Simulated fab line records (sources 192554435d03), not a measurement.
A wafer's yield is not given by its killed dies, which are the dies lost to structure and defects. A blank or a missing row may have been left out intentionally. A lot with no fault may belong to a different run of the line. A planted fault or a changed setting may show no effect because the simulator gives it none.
Chamber matching ; flow n5-finfet ; N5_GATE_CUT_ETCH_19 on rie-diel-05 has 4 sister chambers
The step etches SiNx in CH3F/O2, target depth 53.7 nm, time 76.7 s. 4 wafers are shown with their chamber, then 10 later ones without.

== EACH WAFER AND ITS CHAMBER ==
wafer;chamber;showerhead-plenum-p-Torr (Torr)
L085.1;3;2.05
L088.4;2;2.01
L090.3;1;1.95
L090.4;0;2.04

== WAFERS WHOSE CHAMBER IS MISSING ==
wafer;showerhead-plenum-p-Torr (Torr)
L090.5;2.01
L095.1;1.94
L095.3;2.00
L095.6;2.00
L096.2;2.00
L096.5;2.04
L096.6;2.04
L097.1;1.94
L097.4;2.04
L097.6;2.00

== THE CHAMBER EACH PASSED THROUGH ==
wafer;from the rows above;in truth
L090.5;2;2
L095.1;1;1
L095.3;2;2
L095.6;2;2
L096.2;2;2
L096.5;can't be placed: 0 or 3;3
L096.6;can't be placed: 0 or 3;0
L097.1;1;1
L097.4;can't be placed: 0 or 3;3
L097.6;2;2
Correct placement for 7 of the 10. Not placeable from these rows: 3 (in 3, the candidates include the true chamber). 0 placed wrongly.
How it was worked out, from the rows above alone: a wafer's distance from a chamber is the root of the sum, over the readings, of the square of ((its reading less the chamber's mean) divided by the reading's scatter). If the next closest chamber is less than 2 further off than the closest, the wafer can't be placed; otherwise it belongs to the closest. For every chamber, the mean is computed from those of its wafers that are shown. The scatter (one wafer shown for each chamber): square how far every hidden wafer sits from the nearest shown wafer, average those squares and take the square root.
